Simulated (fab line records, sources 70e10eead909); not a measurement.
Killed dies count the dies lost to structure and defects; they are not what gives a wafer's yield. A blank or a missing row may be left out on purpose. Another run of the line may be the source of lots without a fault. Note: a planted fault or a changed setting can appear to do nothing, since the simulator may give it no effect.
fab line records ; flow nand_harc
record lots=12; wafers=36; last_day=26
route steps=1159 shown P_GATE@124 END@1159
lots with no fault: from the same line, run without faults
start_h: hours from the record's first day to the start of the lot's first wafer shown ; wait_h: hours elapsed since this lot's preceding step ; " the same as in the row above ; L1.1+2: one row covering several wafers at once ; - no value, or no start was given ; * or withheld: withheld ; < > ~ a bound
route shown NAME@n: NAME is a module with steps in the file, n the number in the route of the first one ; usual: average and standard deviation across the fault-free wafers ; same: alike in all rows ; chamber/n: place in a boat ; sites: readings site by site ; _std_site: the values' standard deviation ; _edge_site: mean of outer sites minus mean of inner sites ; radius_mm: how far each site lies from the wafer's centre ; mask NAME#n: copy n ; behind: tool/chamber where the wafer was last shaped ; hold: what put the lot on hold/how long, in hours/how the hold closed ; device: which transistor (n, p or np) failed to switch ; end of line: the route-end tests of the same wafers ; step lacking rows: just its recipe ; killed: at the first sort, the dies lost to defects and structure; wafer yield is something else ; map: dies across one wafer; x = killed, . = not, _ = none there
set.NAME: setting as actually run; set.NAME@STEP: the setting as run at that earlier step ; model.NAME: the simulator's own value behind a step, which no gauge read
route steps across a sampled set of lots; one table per step, one row per wafer
services: the hour from which a tool's chamber was out of use, counted from the record's first day as start_h (under 0 if before that day), plus the number of hours and why
## steps
# step NHARC_P_GATE_DESCUM_13
# recipe time_s=3; o2_flow_sccm=200; ar_flow_sccm=0; bias_power_w=0; chemistry=O2
# usual drypump_motor_current_A=5.7/0.54; oes_product_au=0.994/0.0091; rf_vpp_V=57.9/0.95; showerhead_plenum_p_Torr=1.94/0.074; throttle_valve_pct=11.311/0.0089
lot.wafer;tool;chamber;start_h;wait_h;drypump_motor_current_A;oes_product_au;rf_hours_counter_h;rf_vpp_V;showerhead_plenum_p_Torr;throttle_valve_pct
L933.3;rie_diel-11;2;82.96;-;5.5;0.985;23;56.4;1.80;11.298
L933.4;rie_diel-11;3;82.96;-;6.6;1.002;23;58.7;1.99;11.301
L933.5;rie_diel-11;1;82.96;-;5.5;0.984;-;58.6;2.03;11.309
L934.3;rie_diel-11;3;83.08;-;6.6;1.009;23;58.5;1.99;11.318
L934.1;rie_diel-11;1;83.08;-;5.5;0.997;24;56.3;2.03;11.306
L934.6;rie_diel-11;0;83.08;-;5.8;0.993;-;58.1;1.96;11.302
L935.3;rie_diel-07;0;96.15;-;6.8;1.000;13;57.1;1.87;11.299
L935.6;rie_diel-07;3;96.15;-;5.5;1.002;-;60.2;2.07;11.302
L935.5;rie_diel-07;0;96.15;-;6.7;0.994;-;57.9;1.87;11.296
L936.3;rie_diel-13;3;96.18;-;6.2;0.977;31;59.1;2.00;11.304
L936.1;rie_diel-13;2;96.18;-;6.1;1.011;31;57.3;1.83;11.301
L936.5;rie_diel-13;0;96.18;-;5.5;0.995;-;58.3;1.93;11.312
L937.4;rie_diel-11;0;104.06;-;5.8;0.995;34;59.3;1.96;11.319
L937.3;rie_diel-11;1;104.06;-;5.5;0.992;33;58.7;2.02;11.301
L937.2;rie_diel-11;2;104.06;-;5.5;0.986;32;57.3;1.80;11.318
L938.1;rie_diel-11;1;112.56;-;5.5;0.990;37;58.8;2.02;11.300
L938.4;rie_diel-11;3;112.56;-;6.6;1.008;37;58.2;1.98;11.317
L938.5;rie_diel-11;0;112.56;-;5.8;1.002;-;57.4;1.96;11.308
L940.3;rie_diel-07;1;121.10;-;4.7;0.986;16;56.8;1.88;11.300
L940.6;rie_diel-07;0;121.10;-;6.7;0.992;-;57.6;1.86;11.304
L940.5;rie_diel-07;1;121.10;-;4.7;0.975;-;56.9;1.88;11.315
L941.3;rie_diel-07;2;126.12;-;5.9;0.997;7;58.8;2.02;11.325
L941.1;rie_diel-07;3;126.12;-;5.5;1.010;21;56.9;2.07;11.322
L941.5;rie_diel-07;0;126.12;-;6.7;0.997;-;58.1;1.86;11.310
L944.4;rie_diel-07;0;153.38;-;6.7;0.986;32;57.4;1.86;11.308
L944.2;rie_diel-07;2;153.38;-;5.9;0.995;14;60.0;2.02;11.310
L944.3;rie_diel-07;3;153.38;-;5.6;1.007;28;58.0;2.07;11.312
L949.4;rie_diel-13;1;171.06;-;5.2;0.986;12;58.3;1.96;11.312
L949.3;rie_diel-13;3;171.06;-;6.2;0.984;13;57.9;2.00;11.313
L949.5;rie_diel-13;1;171.06;-;5.2;0.996;-;58.0;1.96;11.304
L953.4;rie_diel-11;3;202.32;-;6.6;1.003;1;58.3;1.97;11.311
L953.1;rie_diel-11;0;202.32;-;5.8;1.005;1;56.9;1.95;11.299
L953.2;rie_diel-11;1;202.32;-;5.5;0.989;1;59.3;2.01;11.308
L954.3;rie_diel-13;1;208.22;-;5.2;0.997;18;58.6;1.95;11.302
L954.5;rie_diel-13;3;208.22;-;6.2;0.993;-;58.8;1.99;11.315
L954.6;rie_diel-13;0;208.22;-;5.5;1.000;-;58.2;1.92;11.311
# step NHARC_P_GATE_DEP_103
# recipe target_thk_a=300; target_thk_nm=30; temp_c=400; flow_sccm=200; rf_w=350; material=SiON
# usual heater_power_w=737/67
lot.wafer;tool;chamber;start_h;wait_h;heater_power_w
L933.3;pecvd-02;2;95.96;0.4;695
L933.5;pecvd-02;0;95.96;0.4;650
L933.4;pecvd-02;2;95.96;0.4;691
L934.1;pecvd-03;2;95.98;0.6;811
L934.3;pecvd-03;1;95.98;0.6;792
L934.6;pecvd-03;1;95.98;0.6;834
L936.3;pecvd-02;2;109.77;0.3;638
L936.1;pecvd-02;0;109.77;0.3;770
L936.5;pecvd-02;1;109.77;0.3;689
L935.3;pecvd-04;2;109.86;0.3;628
L935.6;pecvd-04;0;109.86;0.3;608
L935.5;pecvd-04;1;109.86;0.3;790
L937.2;pecvd-02;1;117.53;0.5;723
L937.3;pecvd-02;2;117.53;0.5;693
L937.4;pecvd-02;2;117.53;0.5;674
L938.1;pecvd-02;0;129.37;0.6;773
L938.5;pecvd-02;2;129.37;0.6;624
L938.4;pecvd-02;0;129.37;0.6;773
L940.3;pecvd-02;0;134.02;0.3;755
L940.6;pecvd-02;1;134.02;0.3;757
L940.5;pecvd-02;2;134.02;0.3;612
L941.3;pecvd-02;1;142.03;0.4;708
L941.1;pecvd-02;2;142.03;0.4;640
L941.5;pecvd-02;0;142.03;0.4;727
L944.3;pecvd-03;2;166.44;0.3;803
L944.2;pecvd-03;1;166.44;0.3;798
L944.4;pecvd-03;0;166.44;0.3;809
L949.3;pecvd-04;0;186.40;0.4;715
L949.5;pecvd-04;2;186.40;0.4;761
L949.4;pecvd-04;1;186.40;0.4;796
L953.2;pecvd-03;1;216.20;0.5;729
L953.1;pecvd-03;2;216.20;0.5;858
L953.4;pecvd-03;1;216.20;0.5;780
L954.3;pecvd-04;0;221.39;0.3;718
L954.6;pecvd-04;0;221.39;0.3;738
L954.5;pecvd-04;2;221.39;0.3;715
# step NHARC_P_GATE_INSPECT_28
# usual raw_defect_count=6.5/3
lot.wafer;tool;chamber;start_h;wait_h;raw_defect_count
L933.3;defect_inspect-02;-;96.71;0.0;6
L933.4;defect_inspect-02;-;96.71;0.0;6
L933.5;defect_inspect-02;-;96.71;0.0;10
L934.1;defect_inspect-01;-;96.86;0.0;13
L934.3;defect_inspect-01;-;96.86;0.0;9
L934.6;defect_inspect-01;-;96.86;0.0;9
L936.1;defect_inspect-01;-;110.48;0.0;8
L936.3;defect_inspect-01;-;110.48;0.0;4
L936.5;defect_inspect-01;-;110.48;0.0;8
L935.3;defect_inspect-01;-;110.69;0.0;6
L935.5;defect_inspect-01;-;110.69;0.0;6
L935.6;defect_inspect-01;-;110.69;0.0;7
L937.2;defect_inspect-02;-;118.30;0.0;10
L937.3;defect_inspect-02;-;118.30;0.0;3
L937.4;defect_inspect-02;-;118.30;0.0;4
L938.1;defect_inspect-02;-;130.12;0.0;3
L938.4;defect_inspect-02;-;130.12;0.0;7
L938.5;defect_inspect-02;-;130.12;0.0;6
L940.3;defect_inspect-01;-;134.83;0.0;38
L940.5;defect_inspect-01;-;134.83;0.0;6
L940.6;defect_inspect-01;-;134.83;0.0;7
L941.1;defect_inspect-01;-;142.68;0.0;12
L941.3;defect_inspect-01;-;142.68;0.0;9
L941.5;defect_inspect-01;-;142.68;0.0;31
L944.2;defect_inspect-02;-;167.24;0.0;8
L944.3;defect_inspect-02;-;167.24;0.0;5
L944.4;defect_inspect-02;-;167.24;0.0;4
L949.3;defect_inspect-01;-;187.17;0.0;8
L949.4;defect_inspect-01;-;187.17;0.0;7
L949.5;defect_inspect-01;-;187.17;0.0;8
L953.1;defect_inspect-02;-;216.85;0.0;8
L953.2;defect_inspect-02;-;216.85;0.0;5
L953.4;defect_inspect-02;-;216.85;0.0;13
L954.3;defect_inspect-01;-;222.07;0.0;3
L954.5;defect_inspect-01;-;222.07;0.0;5
L954.6;defect_inspect-01;-;222.07;0.0;7
# step NHARC_P_GATE_ALD_36
# recipe target_thk_a=200; pulse_time_s=60; ald_cycles=223; temp_c=400; material=SiNx
# usual heater_power_w=888/77; precursor_pulse_height_rel=0.998/0.018
lot.wafer;tool;chamber;start_h;wait_h;heater_power_w;precursor_pulse_height_rel
L934.3;ald_sin-02;2;99.14;-;966;1.008
L934.1;ald_sin-02;1;102.32;-;985;0.989
L934.6;ald_sin-02;3;104.43;-;769;0.990
L933.4;ald_sin-03;2;99.24;-;944;1.013
L933.3;ald_sin-03;3;100.31;-;793;1.012
L933.5;ald_sin-03;1;102.44;-;910;1.016
L936.1;ald_sin-02;3;112.55;-;796;0.994
L936.3;ald_sin-02;2;115.39;-;950;1.008
L936.5;ald_sin-02;2;119.66;-;975;0.973
L935.3;ald_sin-01;1;113.75;-;862;1.014
L935.6;ald_sin-01;0;116.57;-;902;0.994
L935.5;ald_sin-01;1;117.97;-;881;0.948
L937.3;ald_sin-03;3;119.72;-;783;0.990
L937.4;ald_sin-03;0;120.76;-;902;0.976
L937.2;ald_sin-03;1;121.81;-;878;1.014
L938.1;ald_sin-01;0;131.45;-;902;1.001
L938.4;ald_sin-01;1;132.52;-;852;1.021
L938.5;ald_sin-01;1;136.79;-;873;0.980
L940.3;ald_sin-03;0;136.22;-;925;0.977
L940.6;ald_sin-03;0;140.40;-;910;0.967
L940.5;ald_sin-03;1;141.44;-;860;0.976
L941.3;ald_sin-03;0;145.09;-;902;0.985
L941.1;ald_sin-03;1;146.15;-;881;0.996
L941.5;ald_sin-03;3;148.27;-;767;1.026
L944.3;ald_sin-03;1;168.58;-;875;0.998
L944.2;ald_sin-03;3;170.70;-;761;1.001
L944.4;ald_sin-03;0;171.76;-;926;1.010
L949.3;ald_sin-02;2;188.60;-;989;0.997
L949.4;ald_sin-02;0;190.76;-;848;1.003
L949.5;ald_sin-02;3;194.00;-;790;0.993
L953.4;ald_sin-03;2;218.18;-;1012;1.018
L953.1;ald_sin-03;3;219.23;-;754;1.004
L953.2;ald_sin-03;0;220.29;-;942;0.998
L954.3;ald_sin-01;0;224.97;-;883;0.990
L954.5;ald_sin-01;3;228.14;-;960;0.984
L954.6;ald_sin-01;0;229.19;-;879;0.987
# step NHARC_P_GATE_STRIP_101
# recipe time_s=20; o2_flow_sccm=500; ar_flow_sccm=0; bias_w=0; chemistry=O2
# usual drypump_motor_current_A=5.8/0.53; oes_product_au=0.996/0.0092; rf_vpp_V=57.9/0.77; showerhead_plenum_p_Torr=3.56/0.13; throttle_valve_pct=17.035/0.009
lot.wafer;tool;chamber;start_h;wait_h;drypump_motor_current_A;oes_product_au;rf_hours_counter_h;rf_vpp_V;showerhead_plenum_p_Torr;throttle_valve_pct
L933.3;rie_diel-07;0;108.28;0.3;6.7;1.004;-;58.5;3.44;17.033
L933.4;rie_diel-07;3;108.28;0.3;5.6;0.999;-;57.9;3.80;17.023
L933.5;rie_diel-07;0;108.28;0.3;6.7;0.999;-;57.7;3.44;17.048
L934.1;rie_diel-07;3;109.28;0.6;5.5;1.018;16;58.2;3.80;17.025
L934.3;rie_diel-07;0;109.28;0.6;6.7;1.004;-;58.5;3.44;17.045
L934.6;rie_diel-07;0;109.28;0.6;6.7;1.003;-;57.7;3.44;17.042
L935.3;rie_diel-07;2;124.06;0.1;5.9;0.998;7;56.9;3.72;17.049
L935.6;rie_diel-07;1;124.06;0.1;4.8;0.991;-;56.7;3.46;17.030
L935.5;rie_diel-07;2;124.06;0.1;5.9;0.990;-;58.8;3.72;17.043
L936.1;rie_diel-13;2;124.35;0.1;6.1;0.998;4;57.8;3.38;17.036
L936.3;rie_diel-13;0;124.35;0.1;5.6;1.006;3;56.3;3.55;17.043
L936.5;rie_diel-13;1;124.35;0.1;5.2;0.988;-;58.0;3.61;17.029
L937.4;rie_diel-13;1;129.74;0.2;5.3;0.990;5;58.9;3.61;17.042
L937.3;rie_diel-13;2;129.74;0.2;6.0;1.002;5;57.7;3.38;17.039
L937.2;rie_diel-13;0;129.74;0.2;5.6;1.008;4;57.7;3.55;17.025
L938.4;rie_diel-07;2;141.13;0.1;6.0;1.009;11;58.4;3.72;17.040
L938.1;rie_diel-07;3;141.13;0.1;5.6;1.006;25;58.1;3.79;17.040
L938.5;rie_diel-07;1;141.13;0.1;4.8;0.990;-;56.9;3.46;17.052
L940.3;rie_diel-13;1;145.76;0.1;5.3;0.997;8;57.5;3.60;17.043
L940.6;rie_diel-13;1;145.76;0.1;5.3;1.003;-;55.9;3.60;17.025
L940.5;rie_diel-13;2;145.76;0.1;6.1;0.994;-;57.8;3.38;17.030
L941.3;rie_diel-13;1;153.66;0.1;5.2;0.991;11;58.1;3.60;17.036
L941.1;rie_diel-13;2;153.66;0.1;6.1;1.002;10;57.8;3.37;17.044
L941.5;rie_diel-13;1;153.66;0.1;5.3;0.998;-;58.0;3.60;17.039
L944.4;rie_diel-13;2;178.21;0.1;6.0;0.988;13;56.8;3.37;17.017
L944.3;rie_diel-13;3;178.21;0.1;6.2;0.989;13;58.1;3.67;17.028
L944.2;rie_diel-13;0;178.21;0.1;5.6;0.993;13;59.9;3.55;17.033
L949.3;rie_diel-13;1;198.55;0.2;5.3;0.996;17;57.7;3.60;17.033
L949.4;rie_diel-13;2;198.55;0.2;6.0;1.008;17;56.4;3.37;17.031
L949.5;rie_diel-13;0;198.55;0.2;5.6;0.990;-;57.4;3.54;17.036
L953.2;rie_diel-11;2;227.83;0.1;5.5;1.000;12;57.3;3.30;17.039
L953.1;rie_diel-11;3;227.83;0.1;6.6;1.010;13;56.9;3.63;17.032
L953.4;rie_diel-11;0;227.83;0.1;5.8;0.993;13;57.3;3.58;17.019
L954.3;rie_diel-11;0;233.52;0.1;5.8;0.999;14;58.6;3.58;17.033
L954.6;rie_diel-11;3;233.52;0.1;6.6;1.012;-;57.9;3.62;17.044
L954.5;rie_diel-11;0;233.52;0.1;5.8;0.997;-;58.4;3.58;17.031
# step NHARC_END_SORT_01
# recipe temp_c=25
# usual killed_at_array=27/12; killed_at_other=0.9/1.1; killed_at_periphery=3.2/2.4; killed_dies=31/12; killed_open=3.3/1.7; killed_short=2.0/1.6
# same gross_dies=677
lot.wafer;tool;chamber;start_h;wait_h;killed_at_array;killed_at_other;killed_at_periphery;killed_dies;killed_open;killed_short
L940.3;prober-01;0;557.42;3.1;19;0;20;39;4;1
L940.5;prober-01;0;559.03;3.7;20;1;4;25;4;1
L940.6;prober-01;0;559.83;4.0;21;0;5;26;3;1
L941.1;prober-01;0;571.41;2.5;19;1;4;24;2;1
L941.3;prober-01;0;572.98;3.1;22;1;6;29;6;1
L941.5;prober-01;0;574.55;3.6;23;2;19;44;2;5
# killed by level:class
L940.3 P_GATE:unspecified=16 A_CHANNEL_HOLE_D1:chamber_film_flake=11 P_CONTACT:chamber_film_flake=2 A_STAIRCASE:chamber_film_flake=2 P_CONTACT:geometric_particle:open=1 A_SOURCE_PLATE:geometric_particle:open=1 A_CHANNEL_HOLE_D1:geometric_particle:short=1 A_CHANNEL_HOLE_D1:geometric_particle:open=1
L940.5 A_CHANNEL_HOLE_D1:chamber_film_flake=13 A_WL_FILL:chamber_film_flake=3 P_M1:chamber_film_flake=2 P_CONTACT:geometric_particle:open=1 A_SOURCE_PLATE:geometric_particle:open=1 A_SGD_CUT:geometric_particle:open=1 A_WL_FILL:geometric_particle:short=1 P_CONTACT:chamber_film_flake=1
L940.6 A_CHANNEL_HOLE_D1:chamber_film_flake=14 P_M1:chamber_film_flake=4 P_CONTACT:geometric_particle:open=1 A_CONTACT:geometric_particle:open=1 A_M0:geometric_particle:short=1 A_M1:geometric_particle:open=1 A_STAIRCASE:chamber_film_flake=1 A_SGD_CUT:chamber_film_flake=1
L941.1 A_CHANNEL_HOLE_D1:chamber_film_flake=12 P_STI:chamber_film_flake=2 A_STAIRCASE:chamber_film_flake=2 P_M0:geometric_particle:open=1 A_SLIT:geometric_particle:open=1 A_CONTACT:geometric_particle:short=1 P_ZERO_WELL:chamber_film_flake=1 A_ZERO_WELL:chamber_film_flake=1
L941.3 A_CHANNEL_HOLE_D1:chamber_film_flake=16 P_CONTACT:geometric_particle:open=2 P_M0:geometric_particle:open=2 P_STI:chamber_film_flake=2 A_ZERO_WELL:chamber_film_flake=2 A_CONTACT:chamber_film_flake=2 A_CHANNEL_FILL_D1:geometric_particle:short=1 A_M1:geometric_particle:open=1
L941.5 P_GATE:unspecified=16 A_CHANNEL_HOLE_D1:chamber_film_flake=16 A_CONTACT:chamber_film_flake=2 THIN_TSV:chamber_film_flake=2 P_CONTACT:geometric_particle:open=1 P_M0:geometric_particle:short=1 A_SOURCE_PLATE:geometric_particle:short=1 A_ONON_D1:geometric_particle:short=1
## services
tool;chamber;start_h;hours;kind
rie_diel-07;3;67.88;2.8;repair
ald_sin-03;1;76.73;8.6;repair
rie_diel-07;2;80.06;34.2;repair
ald_sin-02;0;82.70;9.8;repair
rie_diel-13;-;99.00;9.0;pm
rie_diel-07;1;102.82;16.8;repair
ald_sin-02;0;109.92;5.6;repair
ald_sin-01;2;110.83;17.7;repair
pecvd-03;-;111.20;13.0;pm
pecvd-04;0;123.23;16.0;repair
ald_sin-02;-;125.11;12.2;repair
pecvd-04;-;126.87;0.9;repair
pecvd-04;2;130.30;5.5;repair
ald_sin-01;-;144.00;10.0;pm
ald_sin-02;-;149.72;0.3;repair
pecvd-02;-;153.00;13.0;pm
rie_diel-11;3;174.31;11.6;repair
rie_diel-11;1;181.20;9.2;repair
rie_diel-11;-;189.54;9.0;pm
ald_sin-03;-;194.97;1.4;repair
rie_diel-07;3;199.25;7.7;repair
pecvd-02;1;220.50;8.3;repair
rie_diel-13;0;225.81;19.4;repair
rie_diel-07;-;228.26;9.0;pm
## key
first_sign step=NHARC_P_GATE_INSPECT_28; reading=raw_defect_count; direction=up; sigmas=9.3; usual=6.5; struck=34.5
effect step=NHARC_END_SORT_01; reading=killed_at_periphery; direction=up; sigmas=6.9; usual=3.2; struck=19.5
met_at NHARC_P_GATE_DEP_103
struck_lots L940,L941
struck_wafers L940.3,L941.5
tester_left_out L940,L941
not_acting_at NHARC_P_GATE_DESCUM_13,NHARC_P_GATE_ALD_36,NHARC_P_GATE_STRIP_101
onset_between 129.37 134.02
fault kind=chamber_particle_source; tool=pecvd-02; chamber=0; onset_h=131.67; steps=NHARC_P_GATE_DEP_103; rate_per_visit_cm2=0.041355; end_h=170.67
# tester_left_out: of these lots the tester's yield and bins aren't shown, on N5 and GAA mostly nor the transistor test; their killed dies are dies lost to structure and defects alone, not to doping, threshold or leakage, so they don't give the yield
